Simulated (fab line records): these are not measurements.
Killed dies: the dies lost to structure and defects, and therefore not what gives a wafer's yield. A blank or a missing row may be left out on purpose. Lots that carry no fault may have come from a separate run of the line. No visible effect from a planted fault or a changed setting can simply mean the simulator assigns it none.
fab line records ; flow nandHarc
record: lots: 7; wafers: 21; lastDay: 23
route steps=1159 shown P_M0@273 P_M1@285 END@1159
lots untouched by any fault: they come from a run of this same line in which no faults occurred
startH: hours from the record's opening day to when the first of the lot's shown wafers began ; waitH: time in hours since the lot's previous step ; " unchanged from the row above ; L1.1+2: a row that stands for several wafers ; - no value, or no start given ; * or withheld: withheld ; < > ~ a bound
route shown NAME@n: names a module that has steps shown in the file, with the first one's number in the route ; usual: average and standard deviation across the fault-free wafers ; same: alike in all rows ; chamber/n: place in a boat ; sites: per-site readings ; _std_site: the values' standard deviation ; _edge_site: mean of outer sites minus mean of inner sites ; radiusMm: how far each site lies from the wafer's centre ; mask NAME#n: copy n ; behind: the most recent tool/chamber to have shaped the wafer ; hold: why the lot was held/for how many hours/how that ended ; device: whichever transistor did not switch (one of n, p or np) ; end of line: tests run on the same wafers once the route is complete ; a step with no rows: only its recipe ; killed: count of dies lost to structure and defects at first sort (not the wafer's yield) ; map: a wafer's dies, x killed, . not, _ none there
set.NAME: the run value of the setting; set.NAME@STEP: its run value at that earlier step ; model.NAME: the simulator's own value behind a step, which no gauge read
lots seen at some steps along the route; tables by step, rows by wafer
services: from which hour (startH, from the record's first day; less than 0 if before it) a tool's chamber was out of use, for how many hours, and why
== steps ==
step: NHARC_P_M0_PRE_CLEAN_29
recipe: timeS: 30; tempC: 280; gas: H2/He
usual: heaterPowerW: 413/44
lot.wafer;tool;chamber;startH;waitH;heaterPowerW
L645.3;pvdSputter-02;-;-;-;449
L645.4;pvdSputter-02;-;-;-;421
L645.6;pvdSputter-02;-;-;-;415
L646.4;pvdSputter-01;-;-;-;438
L646.1;pvdSputter-01;-;-;-;385
L646.6;pvdSputter-01;-;-;-;436
L647.1;pvdSputter-02;-;-;-;356
L647.3;pvdSputter-02;-;-;-;462
L647.6;pvdSputter-02;-;-;-;425
L654.2;pvdSputter-02;-;-;-;360
L654.4;pvdSputter-02;-;-;-;439
L654.6;pvdSputter-02;-;-;-;356
L659.1;pvdSputter-02;-;-;-;451
L659.4;pvdSputter-02;-;-;-;444
L659.5;pvdSputter-02;-;-;-;451
L661.4;pvdSputter-01;-;-;-;495
L661.2;pvdSputter-01;-;-;-;409
L661.5;pvdSputter-01;-;-;-;440
L664.4;pvdSputter-03;-;-;-;431
L664.3;pvdSputter-03;-;-;-;366
L664.5;pvdSputter-03;-;-;-;385
step: NHARC_P_M0_PVD_20
recipe: targetThkA: 50; biasV: 168.6; powerW: 15000; chamberPressurePa: 0.12; timeS: 8.06; substrateTempC: 50; material: TaN
usual: throttleValvePct: 30.2/1.2
lot.wafer;tool;chamber;startH;waitH;throttleValvePct
L645.4;pvdSputter-02;-;-;-;29.7
L645.3;pvdSputter-02;-;-;-;28.7
L645.6;pvdSputter-02;-;-;-;32.6
L646.1;pvdSputter-01;-;-;-;28.5
L646.4;pvdSputter-01;-;-;-;29.4
L646.6;pvdSputter-01;-;-;-;29.8
L647.1;pvdSputter-02;-;-;-;29.0
L647.3;pvdSputter-02;-;-;-;29.6
L647.6;pvdSputter-02;-;-;-;28.8
L654.2;pvdSputter-02;-;-;-;32.5
L654.4;pvdSputter-02;-;-;-;31.6
L654.6;pvdSputter-02;-;-;-;32.5
L659.4;pvdSputter-02;-;-;-;28.9
L659.1;pvdSputter-02;-;-;-;32.6
L659.5;pvdSputter-02;-;-;-;28.9
L661.4;pvdSputter-01;-;-;-;30.4
L661.2;pvdSputter-01;-;-;-;30.3
L661.5;pvdSputter-01;-;-;-;30.6
L664.4;pvdSputter-03;-;-;-;30.1
L664.3;pvdSputter-03;-;-;-;30.4
L664.5;pvdSputter-03;-;-;-;28.0
step: NHARC_P_M0_PVD_21
recipe: targetThkA: 300; chamberPressurePa: 5; powerW: 5000; substrateTempC: 30; timeS: 20.49; material: Cu
step: NHARC_P_M0_ECD_22
recipe: targetThkA: 4000; bathTempC: 25; material: Cu
step: NHARC_P_M0_ANNEAL_30
recipe: tempC: 225; timeS: 90
usual: annealTempC: 225.00/0.18; wafer_temp_C_max: 226.00/0.29
lot.wafer;tool;chamber;startH;waitH;annealTempC;wafer_temp_C_max
L645.3;rtpAnneal-01;0;119.68;-;224.98;226.57
L645.4;rtpAnneal-01;0;119.68;-;224.93;225.88
L645.6;rtpAnneal-01;0;119.68;-;224.91;226.14
L646.1;rtpAnneal-01;0;132.03;0.3;225.28;226.17
L646.4;rtpAnneal-01;0;132.03;0.3;225.18;226.06
L646.6;rtpAnneal-01;0;132.03;0.3;225.00;225.99
L647.1;rtpAnneal-01;0;133.18;-;225.02;226.56
L647.3;rtpAnneal-01;0;133.18;-;224.72;225.86
L647.6;rtpAnneal-01;0;133.18;-;225.03;226.17
L654.2;rtpAnneal-02;0;167.67;-;224.93;225.69
L654.4;rtpAnneal-02;0;167.67;-;225.14;225.69
L654.6;rtpAnneal-02;0;167.67;-;225.00;225.83
L659.1;rtpAnneal-02;0;214.16;-;225.03;225.86
L659.4;rtpAnneal-02;0;214.16;-;224.95;225.75
L659.5;rtpAnneal-02;0;214.16;-;224.86;225.69
L661.2;rtpAnneal-02;0;218.05;-;225.01;225.66
L661.4;rtpAnneal-02;0;218.05;-;224.88;225.90
L661.5;rtpAnneal-02;0;218.05;-;224.75;225.78
L664.3;rtpAnneal-01;0;224.28;-;224.99;226.32
L664.4;rtpAnneal-01;0;224.28;-;224.91;226.18
L664.5;rtpAnneal-01;0;224.28;-;224.98;225.98
step: NHARC_P_M0_CMP_23
recipe: tOverpolishS: 20; targetThkNm: 117.53
step: NHARC_P_M0_THK_MEAS_24
recipe: thkMeasGauge: xrf
usual: thkNm: 117.5/1.4
lot.wafer;tool;chamber;startH;waitH;thkNm
L645.3;filmMetro-01;-;120.24;-;118.0
L645.4;filmMetro-01;-;120.24;-;117.1
L645.6;filmMetro-01;-;120.24;-;117.9
L646.1;filmMetro-02;-;132.69;-;116.6
L646.4;filmMetro-02;-;132.69;-;116.9
L646.6;filmMetro-02;-;132.69;-;117.5
L647.1;filmMetro-02;-;133.85;-;118.9
L647.3;filmMetro-02;-;133.85;-;117.3
L647.6;filmMetro-02;-;133.85;-;119.3
L654.2;filmMetro-01;-;168.29;-;117.6
L654.4;filmMetro-01;-;168.29;-;117.1
L654.6;filmMetro-01;-;168.29;-;118.0
L659.1;filmMetro-02;-;214.82;-;119.0
L659.4;filmMetro-02;-;214.82;-;116.8
L659.5;filmMetro-02;-;214.82;-;118.7
L661.2;filmMetro-02;-;218.67;-;119.3
L661.4;filmMetro-02;-;218.67;-;117.7
L661.5;filmMetro-02;-;218.67;-;117.7
L664.3;filmMetro-02;-;224.86;-;115.5
L664.4;filmMetro-02;-;224.86;-;116.5
L664.5;filmMetro-02;-;224.86;-;118.0
step: NHARC_P_M0_SRD_25
step: NHARC_P_M0_INSPECT_27
usual: rawDefectCount: 285/110
lot.wafer;tool;chamber;startH;waitH;rawDefectCount
L645.3;defectInspect-02;-;120.40;0.0;274
L645.4;defectInspect-02;-;120.40;0.0;234
L645.6;defectInspect-02;-;120.40;0.0;397
L646.1;defectInspect-01;-;132.85;0.0;323
L646.4;defectInspect-01;-;132.85;0.0;280
L646.6;defectInspect-01;-;132.85;0.0;444
L647.1;defectInspect-01;-;134.00;0.0;363
L647.3;defectInspect-01;-;134.00;0.0;370
L647.6;defectInspect-01;-;134.00;0.0;256
L654.2;defectInspect-02;-;168.45;0.0;341
L654.4;defectInspect-02;-;168.45;0.0;283
L654.6;defectInspect-02;-;168.45;0.0;501
L659.1;defectInspect-02;-;214.98;0.0;322
L659.4;defectInspect-02;-;214.98;0.0;264
L659.5;defectInspect-02;-;214.98;0.0;253
L661.2;defectInspect-02;-;218.83;0.0;178
L661.4;defectInspect-02;-;218.83;0.0;184
L661.5;defectInspect-02;-;218.83;0.0;264
L664.3;defectInspect-01;-;225.02;0.0;212
L664.4;defectInspect-01;-;225.02;0.0;235
L664.5;defectInspect-01;-;225.02;0.0;238
step: NHARC_P_M0_PRE_CLEAN_31
recipe: timeS: 12; tempC: 370; rfPowerW: 300; gas: NH3
usual: heaterPowerOuterW: 383/41; heaterPowerW: 649/58
lot.wafer;tool;chamber;startH;waitH;heaterPowerOuterW;heaterPowerW
L645.3;pecvd-04;0;120.49;0.1;418;675
L645.4;pecvd-04;1;120.49;0.1;383;591
L645.6;pecvd-04;0;120.49;0.1;416;672
L646.1;pecvd-03;0;132.93;0.1;362;639
L646.6;pecvd-03;2;132.93;0.1;311;529
L646.4;pecvd-03;0;132.93;0.1;369;641
L647.3;pecvd-04;0;134.07;0.1;374;605
L647.1;pecvd-04;1;134.07;0.1;449;675
L647.6;pecvd-04;0;134.07;0.1;380;628
L654.2;pecvd-02;1;168.52;0.1;381;625
L654.6;pecvd-02;0;168.52;0.1;403;735
L654.4;pecvd-02;2;168.52;0.1;456;771
L659.1;pecvd-03;2;215.07;0.1;372;626
L659.5;pecvd-03;0;215.07;0.1;394;663
L659.4;pecvd-03;1;215.07;0.1;380;699
L661.2;pecvd-04;2;218.92;0.1;362;564
L661.5;pecvd-04;1;218.92;0.1;451;695
L661.4;pecvd-04;2;218.92;0.1;348;563
L664.3;pecvd-03;1;225.08;0.1;303;587
L664.5;pecvd-03;1;225.08;0.1;299;599
L664.4;pecvd-03;0;225.08;0.1;417;687
step: NHARC_P_M0_DEP_32
recipe: targetThkA: 300; tempC: 370; targetThkNm: 30; pressureTorr: 3; flowSccm: 200; rfW: 450; material: SiCN
usual: heaterPowerOuterW: 344/48; heaterPowerW: 599/63
lot.wafer;tool;chamber;startH;waitH;heaterPowerOuterW;heaterPowerW
L645.3;pecvd-04;0;120.63;0.1;293;534
L645.4;pecvd-04;1;120.63;0.1;429;668
L645.6;pecvd-04;0;120.63;0.1;306;534
L646.1;pecvd-03;0;133.04;0.1;298;562
L646.6;pecvd-03;2;133.04;0.1;347;586
L646.4;pecvd-03;0;133.04;0.1;301;578
L647.3;pecvd-04;0;134.15;0.1;380;619
L647.1;pecvd-04;1;134.15;0.1;402;626
L647.6;pecvd-04;0;134.15;0.1;381;624
L654.2;pecvd-02;1;168.63;0.1;335;555
L654.6;pecvd-02;0;168.63;0.1;301;593
L654.4;pecvd-02;2;168.63;0.1;396;726
L659.1;pecvd-03;2;215.21;0.1;331;560
L659.5;pecvd-03;0;215.21;0.1;355;608
L659.4;pecvd-03;1;215.21;0.1;331;658
L661.2;pecvd-04;2;219.06;0.1;251;440
L661.5;pecvd-04;1;219.06;0.1;481;748
L661.4;pecvd-04;2;219.06;0.1;258;437
L664.3;pecvd-03;1;225.16;0.1;340;646
L664.5;pecvd-03;1;225.16;0.1;345;660
L664.4;pecvd-03;0;225.16;0.1;381;628
step: NHARC_P_M1_DEP_00
recipe: targetThkA: 1825; targetThkNm: 182.5; tempC: withheld; pressureTorr: 5; flowSccm: 200; rfW: 600; material: SiOC
lot.wafer;tool;chamber;startH;waitH
L645.3+6+4;pecvd-02;0,0,2;120.96;-
L646.1+6+4;pecvd-02;1,1,2;133.41;-
L647.3+1+6;pecvd-02;1,2,2;134.60;-
L654.2+4+6;pecvd-04;1,0,1;169.09;-
L654.2+4+6;pecvd-04;1,0,1;169.94;-
L659.1+4+5;pecvd-03;1,2,1;215.61;-
L659.1+4+5;pecvd-03;1,2,1;216.19;-
L661.2+4+5;pecvd-02;0,0,1;219.55;-
L664.3+4+5;pecvd-02;0,1,2;225.64;-
L664.3+4+5;pecvd-02;0,1,2;226.21;-
step: NHARC_P_M1_DEHYDRATE_01
recipe: tempC: 150; timeS: 120
step: NHARC_END_SORT_01
recipe: tempC: 25
usual: defectLimitedYield: 95.7/1.5; killedAtArray: 25/10; killedAtOther: 0.6/0.91; killedAtPeriphery: 3.6/2.9; killedDies: 29/10; killedOpen: 3.3/2; killedShort: 1.9/1.5; sort_bin_2_pct: 1.3/0.61; sort_bin_3_pct: 0.26/0.19; sort_bin_4_pct: 2.7/1; sortNPass: 648/10; sortRimYieldPct: 94/3.2; sortYieldPct: 95.7/1.5
same: grossDies: 677; sort_bin_5_pct[%]: 0; sort_bin_6_pct[%]: 0; sort_bin_7_pct[%]: 0; sort_bin_8_pct[%]: 0; sortRimNGross: 106.00
lot.wafer;tool;chamber;startH;waitH;defectLimitedYield[%];killedAtArray;killedAtOther;killedAtPeriphery;killedDies;killedOpen;killedShort;sort_bin_2_pct[%];sort_bin_3_pct[%];sort_bin_4_pct[%];sortNPass;sortRimYieldPct[%];sortYieldPct[%]
L646.1;prober-01;0;467.53;2.5;94.4;34;0;4;38;2;3;1.0;0.30;4.3;639;99;94.4
L646.4;prober-01;0;469.95;3.4;94.2;37;1;1;39;4;4;1.9;0.44;3.4;638;94;94.2
L646.6;prober-01;0;471.57;4.0;92.6;41;1;8;50;4;0;1.3;0.74;5.3;627;90;92.6
L654.2;prober-02;0;500.24;2.8;0;31;0;646;677;4;1;96.3;0.44;3.2;0;0;0
L654.4;prober-02;0;501.84;3.4;0;22;0;655;677;5;0;96.5;0.30;3.2;0;0;0
L654.6;prober-02;0;503.43;4.0;0;32;0;645;677;1;4;95.4;0.74;3.8;0;0;0
L659.1;prober-02;0;532.40;2.5;0;43;0;634;677;5;2;95.1;0.30;4.6;0;0;0
L659.4;prober-02;0;534.78;3.4;0;32;0;645;677;3;6;96.2;0;3.8;0;0;0
L659.5;prober-02;0;535.58;3.7;0;30;0;647;677;1;2;97.2;0.30;2.5;0;0;0
L664.3;prober-01;0;541.91;3.1;0;24;1;652;677;2;5;96.6;0.44;3.0;0;0;0
L664.4;prober-01;0;542.70;3.4;0;15;0;662;677;1;2;98.2;0;1.8;0;0;0
L664.5;prober-01;0;543.49;3.7;0;13;0;664;677;2;1;98.8;0.15;1.0;0;0;0
killed by level:class
L646.1 A_CHANNEL_HOLE_D1:chamberFilmFlake=13 A_SLIT:chamberFilmFlake=8 A_CONTACT:chamberFilmFlake=4 A_STAIRCASE:chamberFilmFlake=2 P_CONTACT:geometricParticle:open=1 A_CHANNEL_FILL_D1:geometricParticle:short=1 A_SGD_CUT:geometricParticle:short=1 A_M0:geometricParticle:open=1
L646.4 A_CHANNEL_HOLE_D1:chamberFilmFlake=18 A_CONTACT:chamberFilmFlake=6 A_SLIT:chamberFilmFlake=6 P_M0:geometricParticle:short=1 A_ONON_D1:geometricParticle:open=1 A_CHANNEL_FILL_D1:geometricParticle:short=1 A_SGD_CUT:geometricParticle:short=1 A_CONTACT:geometricParticle:open=1
L646.6 A_CHANNEL_HOLE_D1:chamberFilmFlake=21 A_SLIT:chamberFilmFlake=9 A_CONTACT:chamberFilmFlake=5 P_GATE:geometricParticle:open=2 P_GATE:chamberFilmFlake=2 A_STAIRCASE:chamberFilmFlake=2 A_SGD_CUT:chamberFilmFlake=2 P_CONTACT:geometricParticle:open=1
L654.2 P_M1:areaDep=640 A_CHANNEL_HOLE_D1:chamberFilmFlake=18 P_CONTACT:chamberFilmFlake=4 A_CONTACT:chamberFilmFlake=3 A_M0:geometricParticle:open=2 A_CHANNEL_FILL_D1:chamberFilmFlake=2 A_STAIRCASE:chamberFilmFlake=2 A_WL_FILL:chamberFilmFlake=2
L654.4 P_M1:areaDep=645 A_CHANNEL_HOLE_D1:chamberFilmFlake=14 P_CONTACT:chamberFilmFlake=5 A_STAIRCASE:chamberFilmFlake=3 P_CONTACT:geometricParticle:open=2 A_WL_FILL:chamberFilmFlake=2 P_M0:geometricParticle:open=1 A_CHANNEL_HOLE_D1:geometricParticle:open=1
L654.6 P_M1:areaDep=635 A_CHANNEL_HOLE_D1:chamberFilmFlake=21 P_STI:chamberFilmFlake=4 P_CONTACT:chamberFilmFlake=4 A_STAIRCASE:chamberFilmFlake=3 A_M0:geometricParticle:short=2 A_WL_FILL:chamberFilmFlake=2 A_ONON_D1:geometricParticle:open=1
L659.1 P_M1:areaDep=632 A_SLIT:chamberFilmFlake=14 A_CHANNEL_HOLE_D1:chamberFilmFlake=9 A_STAIRCASE:chamberFilmFlake=6 A_CONTACT:chamberFilmFlake=4 A_ZERO_WELL:chamberFilmFlake=2 A_WL_FILL:chamberFilmFlake=2 P_M0:geometricParticle:open=1
L659.4 P_M1:areaDep=642 A_CHANNEL_HOLE_D1:chamberFilmFlake=9 A_SLIT:chamberFilmFlake=9 A_WL_FILL:chamberFilmFlake=4 A_CONTACT:chamberFilmFlake=2 P_CONTACT:geometricParticle:open=1 P_M0:geometricParticle:open=1 A_SOURCE_PLATE:geometricParticle:short=1
L659.5 P_M1:areaDep=645 A_CHANNEL_HOLE_D1:chamberFilmFlake=10 A_SLIT:chamberFilmFlake=8 A_WL_FILL:chamberFilmFlake=4 A_STAIRCASE:chamberFilmFlake=3 A_CONTACT:chamberFilmFlake=2 P_CONTACT:geometricParticle:open=1 A_SGD_CUT:geometricParticle:short=1
L664.3 P_M1:areaDep=648 A_CHANNEL_HOLE_D1:chamberFilmFlake=9 A_STAIRCASE:chamberFilmFlake=4 A_CONTACT:chamberFilmFlake=3 A_BLC:chamberFilmFlake=3 P_GATE:chamberFilmFlake=2 P_CONTACT:geometricParticle:open=1 P_M0:geometricParticle:short=1
L664.4 P_M1:areaDep=661 A_CHANNEL_HOLE_D1:chamberFilmFlake=5 A_BONDPAD:chamberFilmFlake=3 A_CONTACT:chamberFilmFlake=2 A_CHANNEL_HOLE_D1:geometricParticle:short=1 A_CONTACT:geometricParticle:open=1 A_CONTACT:geometricParticle:short=1 P_GATE:chamberFilmFlake=1
L664.5 P_M1:areaDep=662 A_CONTACT:chamberFilmFlake=5 P_GATE:chamberFilmFlake=2 A_CHANNEL_HOLE_D1:chamberFilmFlake=2 A_WL_FILL:chamberFilmFlake=2 A_SGD_CUT:geometricParticle:short=1 A_CONTACT:geometricParticle:open=1 A_M0:geometricParticle:open=1
map L654.2 (x killed, . not)
____________x____________
_________xxxxxxx_________
_______xxxxxxxxxxx_______
______xxxxxxxxxxxxx______
_____xxxxxxxxxxxxxxx_____
____xxxxxxxxxxxxxxxxx____
____xxxxxxxxxxxxxxxxx____
___xxxxxxxxxxxxxxxxxxx___
___xxxxxxxxxxxxxxxxxxx___
__xxxxxxxxxxxxxxxxxxxxx__
__xxxxxxxxxxxxxxxxxxxxx__
_xxxxxxxxxxxxxxxxxxxxxxx_
_xxxxxxxxxxxxxxxxxxxxxxx_
_xxxxxxxxxxxxxxxxxxxxxxx_
_xxxxxxxxxxxxxxxxxxxxxxx_
_xxxxxxxxxxxxxxxxxxxxxxx_
xxxxxxxxxxxxxxxxxxxxxxxxx
xxxxxxxxxxxxxxxxxxxxxxxxx
xxxxxxxxxxxxxxxxxxxxxxxxx
xxxxxxxxxxxxxxxxxxxxxxxxx
xxxxxxxxxxxxxxxxxxxxxxxxx
_xxxxxxxxxxxxxxxxxxxxxxx_
_xxxxxxxxxxxxxxxxxxxxxxx_
_xxxxxxxxxxxxxxxxxxxxxxx_
_xxxxxxxxxxxxxxxxxxxxxxx_
_xxxxxxxxxxxxxxxxxxxxxxx_
__xxxxxxxxxxxxxxxxxxxxx__
__xxxxxxxxxxxxxxxxxxxxx__
___xxxxxxxxxxxxxxxxxxx___
___xxxxxxxxxxxxxxxxxxx___
____xxxxxxxxxxxxxxxxx____
____xxxxxxxxxxxxxxxxx____
_____xxxxxxxxxxxxxxx_____
______xxxxxxxxxxxxx______
_______xxxxxxxxxxx_______
_________xxxxxxx_________
____________x____________
map L659.1 (x killed, . not)
____________x____________
_________xxxxxxx_________
_______xxxxxxxxxxx_______
______xxxxxxxxxxxxx______
_____xxxxxxxxxxxxxxx_____
____xxxxxxxxxxxxxxxxx____
____xxxxxxxxxxxxxxxxx____
___xxxxxxxxxxxxxxxxxxx___
___xxxxxxxxxxxxxxxxxxx___
__xxxxxxxxxxxxxxxxxxxxx__
__xxxxxxxxxxxxxxxxxxxxx__
_xxxxxxxxxxxxxxxxxxxxxxx_
_xxxxxxxxxxxxxxxxxxxxxxx_
_xxxxxxxxxxxxxxxxxxxxxxx_
_xxxxxxxxxxxxxxxxxxxxxxx_
_xxxxxxxxxxxxxxxxxxxxxxx_
xxxxxxxxxxxxxxxxxxxxxxxxx
xxxxxxxxxxxxxxxxxxxxxxxxx
xxxxxxxxxxxxxxxxxxxxxxxxx
xxxxxxxxxxxxxxxxxxxxxxxxx
xxxxxxxxxxxxxxxxxxxxxxxxx
_xxxxxxxxxxxxxxxxxxxxxxx_
_xxxxxxxxxxxxxxxxxxxxxxx_
_xxxxxxxxxxxxxxxxxxxxxxx_
_xxxxxxxxxxxxxxxxxxxxxxx_
_xxxxxxxxxxxxxxxxxxxxxxx_
__xxxxxxxxxxxxxxxxxxxxx__
__xxxxxxxxxxxxxxxxxxxxx__
___xxxxxxxxxxxxxxxxxxx___
___xxxxxxxxxxxxxxxxxxx___
____xxxxxxxxxxxxxxxxx____
____xxxxxxxxxxxxxxxxx____
_____xxxxxxxxxxxxxxx_____
______xxxxxxxxxxxxx______
_______xxxxxxxxxxx_______
_________xxxxxxx_________
____________x____________
== services ==
tool;chamber;startH;hours;kind
pvdSputter-03;-;102.05;10.0;pm
pecvd-03;-;111.61;13.0;pm
pecvd-03;0;111.61;13.0;ventCycle
pecvd-03;1;111.61;13.0;ventCycle
pecvd-03;2;111.61;13.0;ventCycle
pecvd-03;0;124.61;-;clean
pecvd-03;1;124.61;-;clean
pecvd-03;2;124.61;-;clean
pvdSputter-02;-;143.62;3.0;repair
pecvd-03;0;151.72;2.3;repair
pecvd-02;-;153.00;13.0;pm
pecvd-02;0;153.00;13.0;ventCycle
pecvd-02;1;153.00;13.0;ventCycle
pecvd-02;2;153.00;13.0;ventCycle
pvdSputter-03;-;160.72;0.7;repair
pvdSputter-03;-;163.43;1.7;repair
pecvd-02;0;166.00;-;clean
pecvd-02;1;166.00;-;clean
pecvd-02;2;166.00;-;clean
pvdSputter-01;-;167.55;5.1;repair
pecvd-04;-;195.00;13.0;pm
pecvd-04;0;195.00;13.0;ventCycle
pecvd-04;1;195.00;13.0;ventCycle
pvdSputter-02;-;214.00;10.0;pm
== key ==
firstSign: step: NHARC_P_M1_DEP_00; reading: visit; direction: added
effect: step: NHARC_END_SORT_01; reading: killedAtPeriphery; direction: up; sigmas: 99+; usual: 3.6; struck: 650
moreKillsBornAt: NHARC_P_M1_DEP_00@pecvd-02: 1971; NHARC_P_M1_DEP_00@pecvd-04: 1920; NHARC_P_M1_DEP_00@pecvd-03: 1919
metAt NHARC_P_M1_DEP_00
struckWafers L654.2,L654.4,L654.6,L659.1,L659.4,L659.5,L664.3,L664.4,L664.5
laterRowsLeftOut L654.2,L654.4,L654.6,L659.1,L659.4,L659.5,L664.3,L664.4,L664.5
fault: kind: repeatedStepWhole; tool: pecvd-02,pecvd-03,pecvd-04; chamber: -; onsetH: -; steps: NHARC_P_M1_DEP_00; times: 1; scope: struckLotsOnly
laterRowsLeftOut: the simulator's readings of these wafers behind a module that went badly wrong aren't trusted and aren't shown, but for the sort
